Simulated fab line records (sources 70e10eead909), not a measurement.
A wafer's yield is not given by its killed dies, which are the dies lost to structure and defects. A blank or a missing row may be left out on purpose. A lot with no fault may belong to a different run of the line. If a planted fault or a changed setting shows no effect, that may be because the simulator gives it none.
fab line records + flow nand-harc
[record]
- lots = 6
- wafers = 18
- last-day = 34
route steps=1302 shown A_STAIRCASE@760 END@1302
lots that met no fault: from a run of the same line without faults
start-h: hours from the record's first day to the start of the lot's first wafer shown + wait-h: hours elapsed since this lot's preceding step + " the same as in the row above + L1.1+2: a single row standing in for several wafers + - either no value or no given start + * or withheld: withheld + < > ~ a bound
route shown NAME@n: NAME is a module with steps in the file, n the number in the route of the first one + usual: mean/standard deviation of fault-free wafers + same: alike in all rows + chamber/n: place in a boat + sites: readings site by site + _std_site: the values' standard deviation + _edge_site: mean of outer sites minus mean of inner sites + radius-mm: how far each site lies from the wafer's centre + mask NAME#n: copy n + behind: the most recent tool/chamber to have shaped the wafer + hold: reason for holding the lot/hours on hold/outcome of the hold + device: names the non-switching transistor (n, p or np) + end of line: the same wafers' tests at the end of the route + a step with no rows: only its recipe + killed: dies lost to structure and defects at the first sort, not the wafer's yield + map: per-die view of a wafer (x killed, . not killed, _ where there is no die)
set.NAME: the run value of the setting; set.NAME@STEP: its run value at that earlier step + model.NAME: the simulator's own value behind a step, which no gauge read
a table for each step, a row for each wafer; lots at some steps of the route
services: the hour from which a tool's chamber was out of use, counted from the record's first day as start-h (under 0 if before that day), plus the number of hours and why
[[steps]]
[step NHARC_A_STAIRCASE_EBR_246]
[step NHARC_A_STAIRCASE_EXPOSE_247]
[recipe]
- na = 0.5
- dose-mj = 25.34
- mask-id = SDS_1
[step NHARC_A_STAIRCASE_PEB_248]
[recipe]
- peb-temp-c = 115
- peb-time-s = 130
[step NHARC_A_STAIRCASE_DEVELOP_249]
[recipe]
- time-s = 140
[step NHARC_A_STAIRCASE_HARDBAKE_251]
[recipe]
- temp-c = 120
- time-s = 140
[step NHARC_A_STAIRCASE_DESCUM_252]
[recipe]
- time-s = 3
- o2-flow-sccm = 200
- ar-flow-sccm = 0
- bias-power-w = 0
- chemistry = O2
[usual]
- drypump-motor-current-A = 5.8/0.59
- oes-product-au = 1.002/0.0085
- rf-vpp-V = 57.6/0.93
- showerhead-plenum-p-Torr = 1.88/0.093
- throttle-valve-pct = 11.311/0.01
| lot.wafer | tool        | chamber | start-h | wait-h | drypump-motor-current-A | oes-product-au | rf-hours-counter-h | rf-vpp-V | showerhead-plenum-p-Torr | throttle-valve-pct |
|-----------|-------------|---------|---------|--------|-------------------------|----------------|--------------------|----------|--------------------------|--------------------|
| L805.2    | rie-diel-02 | 0       | 476.44  | -      | 5.8                     | 0.992          | 25                 | 59.3     | 2.05                     | 11.317             |
| L805.5    | "           | 0       | "       | "      | 5.8                     | 0.994          | -                  | 58.3     | 2.05                     | 11.311             |
| L805.4    | "           | 3       | "       | "      | 5.9                     | 1.003          | -                  | 57.8     | 1.84                     | 11.306             |
| L807.1    | rie-diel-02 | 3       | 486.65  | -      | 5.9                     | 0.992          | 24                 | 57.9     | 1.84                     | 11.302             |
| L807.5    | "           | 2       | "       | "      | 6.6                     | 0.996          | -                  | 56.0     | 1.87                     | 11.304             |
| L807.6    | "           | 3       | "       | "      | 5.9                     | 0.992          | -                  | 56.2     | 1.84                     | 11.313             |
| L811.2    | rie-diel-02 | 3       | 532.03  | -      | 5.9                     | 1.008          | 42                 | 55.6     | 1.84                     | 11.292             |
| L811.4    | "           | 1       | "       | "      | 5.0                     | 0.995          | 43                 | 57.9     | 2.06                     | 11.315             |
| L811.6    | "           | 2       | "       | "      | 6.6                     | 1.004          | -                  | 57.3     | 1.86                     | 11.328             |
| L813.1    | rie-diel-12 | 1       | 554.06  | -      | 6.5                     | 1.009          | 32                 | 56.9     | 1.88                     | 11.300             |
| L813.2    | "           | 0       | "       | "      | 4.9                     | 0.994          | 35                 | 57.4     | 1.78                     | 11.331             |
| L813.6    | "           | 2       | "       | "      | 5.1                     | 1.022          | -                  | 58.0     | 2.06                     | 11.327             |
| L814.1    | rie-diel-12 | 0       | 573.91  | -      | 4.9                     | 1.000          | 40                 | 57.5     | 1.77                     | 11.327             |
| L814.5    | "           | 1       | "       | "      | 6.5                     | 1.016          | -                  | 58.2     | 1.87                     | 11.319             |
| L814.6    | "           | 3       | "       | "      | 5.7                     | 0.991          | -                  | 56.8     | 1.95                     | 11.310             |
| L817.1    | rie-diel-13 | 1       | 594.80  | -      | 6.3                     | 1.011          | 22                 | 56.6     | 1.77                     | 11.301             |
| L817.2    | "           | 3       | "       | "      | 5.4                     | 1.009          | 19                 | 57.9     | 1.97                     | 11.310             |
| L817.6    | "           | 1       | "       | "      | 6.3                     | 1.013          | -                  | 55.5     | 1.77                     | 11.321             |
[step NHARC_A_STAIRCASE_ETCH_253]
[recipe]
- target-depth-a = 500
- time-s = 20.2
- ion-energy-ev = 400
- c4f8-flow-sccm = 20
- o2-flow-sccm = 10
- ar-flow-sccm = withheld
- rf-w = 600
- bias-w = 1000
- chemistry = C4F8/O2
[usual]
- oes-product-au = 0.958/0.017
- rf-vpp-V = 895/6
| lot.wafer | tool        | chamber | start-h | wait-h | oes-product-au | rf-hours-counter-h | rf-vpp-V |
|-----------|-------------|---------|---------|--------|----------------|--------------------|----------|
| L805.2    | rie-diel-02 | 2       | 476.55  | 0.1    | 0.963          | 26                 | 893      |
| L805.5    | "           | 0       | "       | "      | 0.948          | -                  | 903      |
| L805.4    | "           | 2       | "       | "      | 0.951          | -                  | 893      |
| L807.1    | rie-diel-02 | 2       | 486.74  | 0.1    | 0.959          | 31                 | 893      |
| L807.5    | "           | 1       | "       | "      | 0.955          | -                  | 906      |
| L807.6    | "           | 2       | "       | "      | 0.954          | -                  | 892      |
| L811.4    | rie-diel-02 | 0       | 532.11  | 0.1    | 0.947          | 46                 | 904      |
| L811.2    | "           | 1       | "       | "      | 0.956          | 43                 | 905      |
| L811.6    | "           | 2       | "       | "      | 0.948          | -                  | 892      |
| L813.2    | rie-diel-12 | 3       | 554.15  | 0.1    | 0.919          | 36                 | 898      |
| L813.1    | "           | 1       | "       | "      | 0.932          | 32                 | 893      |
| L813.6    | "           | 2       | "       | "      | 0.938          | -                  | 904      |
| L814.1    | rie-diel-12 | 0       | 574.02  | 0.1    | 0.964          | 40                 | 887      |
| L814.5    | "           | 0       | "       | "      | 0.953          | -                  | 887      |
| L814.6    | "           | 1       | "       | "      | 0.968          | -                  | 893      |
| L817.1    | rie-diel-13 | 2       | 594.88  | 0.1    | 0.976          | 23                 | 889      |
| L817.2    | "           | 3       | "       | "      | 0.977          | 19                 | 900      |
| L817.6    | "           | 1       | "       | "      | 0.975          | -                  | 887      |
[step NHARC_A_STAIRCASE_STRIP_254]
[recipe]
- power-w = 1500
- temp-c = 250
- chemistry = O2
[step NHARC_A_STAIRCASE_STRIP_255]
[recipe]
- time-s = 900
- temp-c = 130
- chemistry = SPM
[step NHARC_A_STAIRCASE_PRECLEAN_256]
[recipe]
- time-s = *
- temp-c = 50
- bath-age-min = 0
- chemistry = SC1
[step NHARC_A_STAIRCASE_SRD_257]
[step NHARC_A_STAIRCASE_HM_DEP_456]
[recipe]
- target-thk-a = 31000
- temp-c = 400
- material = aC
[usual]
- throttle-valve-pct = 35.000/0.0087
| lot.wafer | tool       | chamber | start-h | wait-h | throttle-valve-pct |
|-----------|------------|---------|---------|--------|--------------------|
| L805.2    | acl-dep-01 | 0       | 477.75  | -      | 34.995             |
| L805.4    | "          | 0       | "       | "      | 35.007             |
| L805.5    | "          | 0       | "       | "      | 34.985             |
| L807.1    | acl-dep-01 | 0       | 490.03  | -      | 35.008             |
| L807.5    | "          | 0       | 491.26  | -      | 34.976             |
| L807.6    | "          | 0       | "       | "      | 35.000             |
| L811.2    | acl-dep-02 | 0       | 534.69  | -      | 34.998             |
| L811.4    | "          | 0       | "       | "      | 35.003             |
| L811.6    | "          | 0       | "       | "      | 35.004             |
| L813.1    | acl-dep-02 | 0       | 555.13  | -      | 34.995             |
| L813.2    | "          | 0       | "       | "      | 35.002             |
| L813.6    | "          | 0       | 556.64  | -      | 34.987             |
| L814.1    | acl-dep-01 | 0       | 576.94  | -      | 34.993             |
| L814.5    | "          | 0       | 578.18  | -      | 34.998             |
| L814.6    | "          | 0       | "       | "      | 35.001             |
| L817.1    | acl-dep-03 | 0       | 595.78  | -      | 34.984             |
| L817.2    | "          | 0       | "       | "      | 35.002             |
| L817.6    | "          | 0       | 597.32  | -      | 34.992             |
[step NHARC_A_STAIRCASE_DEP_259]
[recipe]
- target-thk-a = 300
- target-thk-nm = 30
- temp-c = 400
- pressure-torr = 3.5
- flow-sccm = 200
- rf-w = 350
- material = SiON
[step NHARC_A_STAIRCASE_DEHYDRATE_260]
[recipe]
- temp-c = 150
- time-s = 120
[step NHARC_A_STAIRCASE_HMDS_261]
[recipe]
- time-s = 30
[step NHARC_A_STAIRCASE_COAT_262]
[recipe]
- spin-rpm = 1200
[step NHARC_A_STAIRCASE_SOFTBAKE_263]
[recipe]
- temp-c = 135
- time-s = 170
[step NHARC_A_STAIRCASE_EBR_264]
[step NHARC_A_STAIRCASE_EXPOSE_265]
[recipe]
- na = 0.5
- dose-mj = 25.01
- mask-id = CHOP_200
[step NHARC_A_STAIRCASE_PEB_266]
[recipe]
- peb-temp-c = 115
- peb-time-s = 130
[step NHARC_A_STAIRCASE_DEVELOP_267]
[recipe]
- time-s = 140
[step NHARC_A_STAIRCASE_HARDBAKE_269]
[recipe]
- temp-c = 120
- time-s = 140
[step NHARC_A_STAIRCASE_DESCUM_270]
[recipe]
- time-s = 3
- o2-flow-sccm = 200
- ar-flow-sccm = 0
- bias-power-w = 0
- chemistry = O2
[usual]
- drypump-motor-current-A = 5.7/0.58
- oes-product-au = 1.002/0.0093
- rf-vpp-V = 57.7/0.84
- showerhead-plenum-p-Torr = 1.90/0.098
- throttle-valve-pct = 11.311/0.0099
| lot.wafer | tool        | chamber | start-h | wait-h | drypump-motor-current-A | oes-product-au | rf-hours-counter-h | rf-vpp-V | showerhead-plenum-p-Torr | throttle-valve-pct |
|-----------|-------------|---------|---------|--------|-------------------------|----------------|--------------------|----------|--------------------------|--------------------|
| L805.4    | rie-diel-12 | 0       | 480.15  | -      | 4.9                     | 1.001          | 7                  | 57.9     | 1.78                     | 11.298             |
| L805.2    | "           | 3       | "       | "      | 5.7                     | 0.998          | 10                 | 58.0     | 1.97                     | 11.306             |
| L805.5    | "           | 0       | "       | "      | 4.9                     | 1.004          | -                  | 58.7     | 1.78                     | 11.316             |
| L807.1    | rie-diel-12 | 0       | 492.91  | -      | 4.9                     | 0.996          | 10                 | 57.8     | 1.78                     | 11.296             |
| L807.5    | "           | 1       | "       | "      | 6.5                     | 1.012          | -                  | 57.9     | 1.88                     | 11.308             |
| L807.6    | "           | 2       | "       | "      | 5.1                     | 1.021          | -                  | 58.7     | 2.07                     | 11.300             |
| L811.4    | rie-diel-12 | 1       | 537.25  | -      | 6.5                     | 1.005          | 27                 | 58.0     | 1.88                     | 11.314             |
| L811.2    | "           | 2       | "       | "      | 5.1                     | 1.007          | 30                 | 58.9     | 2.07                     | 11.295             |
| L811.6    | "           | 2       | "       | "      | 5.1                     | 1.007          | -                  | 58.4     | 2.07                     | 11.310             |
| L813.1    | rie-diel-12 | 0       | 557.96  | -      | 4.9                     | 0.997          | 35                 | 55.5     | 1.78                     | 11.312             |
| L813.2    | "           | 1       | "       | "      | 6.5                     | 1.009          | 32                 | 57.8     | 1.88                     | 11.319             |
| L813.6    | "           | 2       | "       | "      | 5.1                     | 1.015          | -                  | 55.4     | 2.06                     | 11.300             |
| L814.1    | rie-diel-12 | 1       | 579.82  | -      | 6.6                     | 1.009          | 38                 | 57.7     | 1.87                     | 11.317             |
| L814.6    | "           | 0       | "       | "      | 4.9                     | 0.993          | -                  | 56.8     | 1.77                     | 11.307             |
| L814.5    | "           | 1       | "       | "      | 6.5                     | 1.012          | -                  | 57.8     | 1.87                     | 11.306             |
| L817.2    | rie-diel-02 | 3       | 598.63  | -      | 5.9                     | 0.987          | 9                  | 59.0     | 1.83                     | 11.313             |
| L817.1    | "           | 0       | "       | "      | 5.8                     | 1.004          | 7                  | 57.4     | 2.04                     | 11.320             |
| L817.6    | "           | 2       | "       | "      | 6.6                     | 0.996          | -                  | 58.4     | 1.86                     | 11.303             |
[step NHARC_A_STAIRCASE_ETCH_271]
[recipe]
- cf4-flow-sccm = 100
- chf3-flow-sccm = 30
- ar-flow-sccm = 0
- rf-w = 500
- bias-w = 200
- chemistry = CF4/CHF3
[step NHARC_A_STAIRCASE_HM_OPEN_457]
[recipe]
- o2-flow-sccm = 400
- cos-flow-sccm = 20
- ar-flow-sccm = 0
- rf-w = 500
- bias-w = 300
- chemistry = O2/COS
[step NHARC_A_STAIRCASE_STRIP_458]
[recipe]
- o2-flow-sccm = 400
- cos-flow-sccm = 20
- ar-flow-sccm = 0
- bias-w = 0
- chemistry = O2/COS
[step NHARC_A_STAIRCASE_ETCH_451]
[recipe]
- target-depth-a = 300
- overetch-a = 30
- time-s = 16.5
- ion-energy-ev = 100
- cf4-flow-sccm = 80
- o2-flow-sccm = 20
- ar-flow-sccm = 0
- rf-w = 300
- bias-w = 100
- chemistry = CF4/O2
[step NHARC_A_STAIRCASE_ETCH_273]
[recipe]
- target-depth-a = 1.02e+05
- time-s = 2468.6
- ion-energy-ev = 800
- c4f8-flow-sccm = 80
- o2-flow-sccm = 60
- ar-flow-sccm = withheld
- rf-w = 600
- bias-w = 3000
- chemistry = C4F8/O2/Ar
[usual]
- oes-product-au = 0.940/0.012
- rf-vpp-V = 1825/13
| lot.wafer | tool        | chamber | start-h | wait-h | oes-product-au | rf-hours-counter-h | rf-vpp-V |
|-----------|-------------|---------|---------|--------|----------------|--------------------|----------|
| L805.4    | rie-diel-12 | 2       | -       | -      | 0.944          | 11                 | 1847     |
| L805.2    | "           | 1       | "       | "      | 0.943          | 6                  | 1824     |
| L805.5    | "           | 2       | "       | "      | 0.937          | -                  | 1847     |
| L807.1    | rie-diel-12 | 0       | -       | -      | 0.930          | 10                 | 1808     |
| L807.5    | "           | 1       | "       | "      | 0.942          | -                  | 1824     |
| L807.6    | "           | 2       | "       | "      | 0.949          | -                  | 1846     |
| L811.4    | rie-diel-12 | 1       | -       | -      | 0.951          | 27                 | 1822     |
| L811.2    | "           | 2       | "       | "      | 0.944          | 31                 | 1845     |
| L811.6    | "           | 0       | "       | "      | 0.935          | -                  | 1808     |
| L813.2    | rie-diel-12 | 1       | -       | -      | 0.952          | 33                 | 1822     |
| L813.1    | "           | 2       | "       | "      | 0.951          | 35                 | 1845     |
| L813.6    | "           | 0       | "       | "      | 0.960          | -                  | 1810     |
| L814.1    | rie-diel-12 | 3       | -       | -      | 0.918          | 43                 | 1832     |
| L814.5    | "           | 0       | "       | "      | 0.934          | -                  | 1807     |
| L814.6    | "           | 1       | "       | "      | 0.934          | -                  | 1821     |
| L817.2    | rie-diel-02 | 2       | -       | -      | 0.919          | 11                 | 1820     |
| L817.1    | "           | 1       | "       | "      | 0.917          | 9                  | 1845     |
| L817.6    | "           | 2       | "       | "      | 0.920          | -                  | 1820     |
[step NHARC_A_STAIRCASE_STRIP_274]
[recipe]
- o2-flow-sccm = 500
- ar-flow-sccm = 0
- bias-w = 0
- chemistry = O2
[step NHARC_A_STAIRCASE_STRIP_275]
[recipe]
- time-s = 900
- temp-c = 130
- chemistry = SPM
[step NHARC_A_STAIRCASE_PRECLEAN_276]
[recipe]
- time-s = *
- temp-c = 50
- bath-age-min = 0
- chemistry = SC1
[step NHARC_A_STAIRCASE_SRD_277]
[step NHARC_A_STAIRCASE_HM_DEP_459]
[recipe]
- target-thk-a = 15000
- temp-c = 400
- material = aC
[step NHARC_A_STAIRCASE_DEP_280]
[recipe]
- target-thk-a = 300
- target-thk-nm = 30
- temp-c = 400
- pressure-torr = 3.5
- flow-sccm = 200
- rf-w = 350
- material = SiON
[usual]
- heater-power-w = 733/120
| lot.wafer | tool     | chamber | start-h | wait-h | heater-power-w |
|-----------|----------|---------|---------|--------|----------------|
| L805.2    | pecvd-02 | 0       | 485.92  | 1.3    | 667            |
| L805.4    | "        | 1       | "       | "      | 837            |
| L805.5    | "        | 0       | "       | "      | 679            |
| L807.1    | pecvd-04 | 0       | 499.74  | 1.6    | 822            |
| L807.6    | "        | 0       | "       | "      | 794            |
| L807.5    | "        | 2       | "       | "      | 761            |
| L811.2    | pecvd-02 | 1       | 542.36  | 1.3    | 858            |
| L811.4    | "        | 1       | "       | "      | 838            |
| L811.6    | "        | 2       | "       | "      | 617            |
| L813.1    | pecvd-02 | 1       | 566.91  | 1.6    | 811            |
| L813.2    | "        | 2       | "       | "      | 696            |
| L813.6    | "        | 1       | "       | "      | 796            |
| L814.1    | pecvd-01 | 1       | 586.98  | 1.6    | 1039           |
| L814.6    | "        | 2       | "       | "      | 681            |
| L814.5    | "        | 0       | "       | "      | 542            |
| L817.1    | pecvd-02 | 2       | 604.06  | 1.6    | 572            |
| L817.2    | "        | 0       | "       | "      | 600            |
| L817.6    | "        | 1       | "       | "      | 854            |
[step NHARC_A_STAIRCASE_DEHYDRATE_281]
[recipe]
- temp-c = 150
- time-s = 120
[step NHARC_A_STAIRCASE_HMDS_282]
[recipe]
- time-s = 30
[step NHARC_A_STAIRCASE_COAT_283]
[recipe]
- spin-rpm = 1200
[step NHARC_A_STAIRCASE_SOFTBAKE_284]
[recipe]
- temp-c = 135
- time-s = 170
[step NHARC_A_STAIRCASE_EBR_285]
[step NHARC_END_SORT_01]
[recipe]
- temp-c = 25
[usual]
- killed-at-array = 53/18
- killed-at-other = 1.0/1.2
- killed-at-periphery = 3.6/2.4
- killed-dies = 58/18
- killed-open = 3.4/1.8
- killed-short = 2.3/1.5
[same]
- gross-dies = 677
| lot.wafer | tool      | chamber | start-h | wait-h | killed-at-array | killed-at-other | killed-at-periphery | killed-dies | killed-open | killed-short |
|-----------|-----------|---------|---------|--------|-----------------|-----------------|---------------------|-------------|-------------|--------------|
| L805.2    | prober-02 | 0       | 676.78  | 2.8    | 130             | 1               | 1                   | 132         | 4           | 1            |
| L805.4    | prober-02 | 0       | 678.37  | 3.4    | 137             | 1               | 1                   | 139         | 3           | 3            |
| L805.5    | prober-02 | 0       | 679.17  | 3.7    | 136             | 1               | 3                   | 140         | 5           | 4            |
| L807.1    | prober-02 | 0       | 683.76  | 2.5    | 144             | 4               | 7                   | 155         | 5           | 2            |
| L807.5    | prober-02 | 0       | 686.95  | 3.7    | 127             | 2               | 6                   | 135         | 1           | 0            |
| L807.6    | prober-02 | 0       | 687.75  | 4.0    | 125             | 4               | 7                   | 136         | 3           | 1            |
// killed by level:class
L805.2 A_STAIRCASE:unspecified=63 A_CHANNEL_HOLE_D1:chamber-film-flake=34 A_SLIT:chamber-film-flake=23 A_ZERO_WELL:chamber-film-flake=2 A_CHANNEL_FILL_D2:chamber-film-flake=2 P_STI:geometric-particle:open=1 A_ONON_D1:geometric-particle:open=1 A_CHANNEL_HOLE_D1:geometric-particle:open=1
L805.4 A_STAIRCASE:unspecified=72 A_CHANNEL_HOLE_D1:chamber-film-flake=26 A_SLIT:chamber-film-flake=20 A_CONTACT:chamber-film-flake=5 A_CHANNEL_FILL_D1:geometric-particle:short=2 A_CHANNEL_FILL_D2:chamber-film-flake=2 A_STAIRCASE:chamber-film-flake=2 A_M1:chamber-film-flake=2
L805.5 A_STAIRCASE:unspecified=68 A_CHANNEL_HOLE_D1:chamber-film-flake=31 A_SLIT:chamber-film-flake=20 A_CONTACT:chamber-film-flake=9 A_ONON_D1:geometric-particle:open=2 P_M0:geometric-particle:short=1 P_M0:geometric-particle:open=1 A_CHANNEL_FILL_D1:geometric-particle:short=1
L807.1 A_STAIRCASE:unspecified=69 A_CHANNEL_HOLE_D1:chamber-film-flake=41 A_CHANNEL_HOLE_D2:chamber-film-flake=13 A_SLIT:chamber-film-flake=7 THIN_TSV:chamber-film-flake=4 P_GATE:chamber-film-flake=3 A_CHANNEL_FILL_D2:chamber-film-flake=3 A_ONON_D1:geometric-particle:short=2
L807.5 A_STAIRCASE:unspecified=71 A_CHANNEL_HOLE_D1:chamber-film-flake=35 A_CHANNEL_HOLE_D2:chamber-film-flake=10 A_CONTACT:chamber-film-flake=4 P_STI:chamber-film-flake=3 P_M0:chamber-film-flake=2 A_SLIT:chamber-film-flake=2 A_CHANNEL_FILL_D2:chamber-film-flake=2
L807.6 A_STAIRCASE:unspecified=67 A_CHANNEL_HOLE_D1:chamber-film-flake=28 A_CHANNEL_HOLE_D2:chamber-film-flake=10 A_CONTACT:chamber-film-flake=6 THIN_TSV:chamber-film-flake=4 A_SLIT:chamber-film-flake=4 P_GATE:chamber-film-flake=3 A_CHANNEL_FILL_D2:chamber-film-flake=3
// map L805.5 (x killed, . not)
____________.____________
_________x......_________
_______x.........._______
______.............______
_____...x.x........._____
____....x............____
____..............x..____
___............x......___
___...........x.......___
__.............x.......__
__...xx................__
_...x..x.......x........_
_.xxxx.x................_
_xxxx..................._
_xxxxxxx.............x.._
_xxxxxxx...x............_
xxxxxxxxx.....x..........
.xxxxxxx....xxx..........
.xxxxxx..xx.xx.x.........
.xxxxxxx...xxx.x........x
..xxxxx....xxxxx.........
_.x.xxx.x.xxxxx........._
_..x..x......xx........._
_...xxx.....xx.........._
_..........xx..........._
_..........xxx.........._
__.....................__
__.............x..x.x..__
___..................x___
___..............x.xx.___
____.............xx.x____
____............xxxxx____
_____..........xxx.x_____
______.........x.xx______
_______.x.......x._______
_________......._________
____________.____________
// map L807.1 (x killed, . not)
____________.____________
_________......._________
_______.........x._______
______.x.....x.....______
_____..x............_____
____.................____
____.................____
___...................___
___.........x.....xx..___
__.....x...............__
__...........x.........__
_x.x...................._
_xxx.x....x............._
_xxxxxx.......x........._
_xxxxxx.x..............._
_xxxxxxx................_
.xxxxxxx...x.xx.xx.......
.xxxxxx...xxxx.x...x.....
.xxxxxxx....xxx..........
.xxxxxxx..xxxxxxx...x....
.xx.xxxx...xxxxx......x..
_xx.xxxx..xxxxxx........_
_...xx.....x.xx.x....xx._
_x...x.x..xxx.....x....._
_.xxx.x.....xx.........._
_...xxx.......x..x......_
__.x..x......x.......x.__
__x.xx........x........__
___xxx...........x..x.___
___x..................___
____x................____
____.................____
_____..............x_____
______.............______
_______.....xx..x._______
_________......._________
____________.____________
[[services]]
| tool        | chamber | start-h | hours | kind                          |
|-------------|---------|---------|-------|-------------------------------|
| rie-diel-12 | 0       | 452.76  | 8.2   | repair                        |
| rie-diel-12 | 1       | 454.82  | -     | clean                         |
| rie-diel-12 | 2       | 454.82  | -     | clean                         |
| rie-diel-12 | 2       | 454.82  | -     | consumable-replace:showerhead |
| rie-diel-12 | 3       | 454.82  | -     | clean                         |
| rie-diel-12 | 1       | 469.74  | 9.5   | repair                        |
| rie-diel-13 | 0       | 475.54  | 6.6   | repair                        |
| rie-diel-12 | 0       | 479.32  | -     | clean                         |
| rie-diel-12 | 1       | 479.32  | -     | clean                         |
| rie-diel-12 | 2       | 479.32  | -     | clean                         |
| rie-diel-12 | 3       | 479.32  | -     | clean                         |
| acl-dep-03  | -       | 484.35  | 13.0  | pm                            |
| pecvd-04    | 2       | 488.03  | 5.4   | repair                        |
| pecvd-01    | -       | 492.00  | 13.0  | pm                            |
| rie-diel-13 | 3       | 499.83  | 6.7   | repair                        |
| rie-diel-12 | 0       | 503.82  | -     | clean                         |
| rie-diel-12 | 1       | 503.82  | -     | clean                         |
| pecvd-02    | -       | 505.33  | 0.4   | repair                        |
| rie-diel-13 | -       | 521.79  | 9.0   | pm                            |
| rie-diel-02 | 2       | 547.77  | 7.8   | repair                        |
| acl-dep-01  | -       | 554.23  | 13.0  | pm                            |
| rie-diel-02 | -       | 571.46  | 9.0   | pm                            |
| pecvd-02    | -       | 589.50  | 13.0  | pm                            |
| pecvd-04    | 0       | 592.27  | 8.6   | repair                        |
[[key]]
[first-sign]
- step = NHARC_END_SORT_01
- reading = killed-at-array
- direction = up
- sigmas = 4.5
- usual = 53
- struck = 133
[effect]
- step = NHARC_END_SORT_01
- reading = killed-dies
- direction = up
- sigmas = 4.5
- usual = 58
- struck = 140
[more-kills-born-at]
- NHARC_A_STAIRCASE_HM_DEP_456@acl-dep-01 = 410
met-at NHARC_A_STAIRCASE_HM_DEP_456
struck-wafers L805.2,L805.4,L805.5,L807.1,L807.5,L807.6
tester-left-out L805,L807
[fault]
- kind = chamber-particle-source
- tool = acl-dep-01
- chamber = -
- onset-h = 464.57
- steps = NHARC_A_STAIRCASE_HM_DEP_456
- rate-per-visit-cm2 = 0.43282
- end-h = 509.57
// tester-left-out: of these lots the tester's yield and bins aren't shown, on N5 and GAA mostly nor the transistor test; their killed dies are dies lost to structure and defects alone, not to doping, threshold or leakage, so they don't give the yield
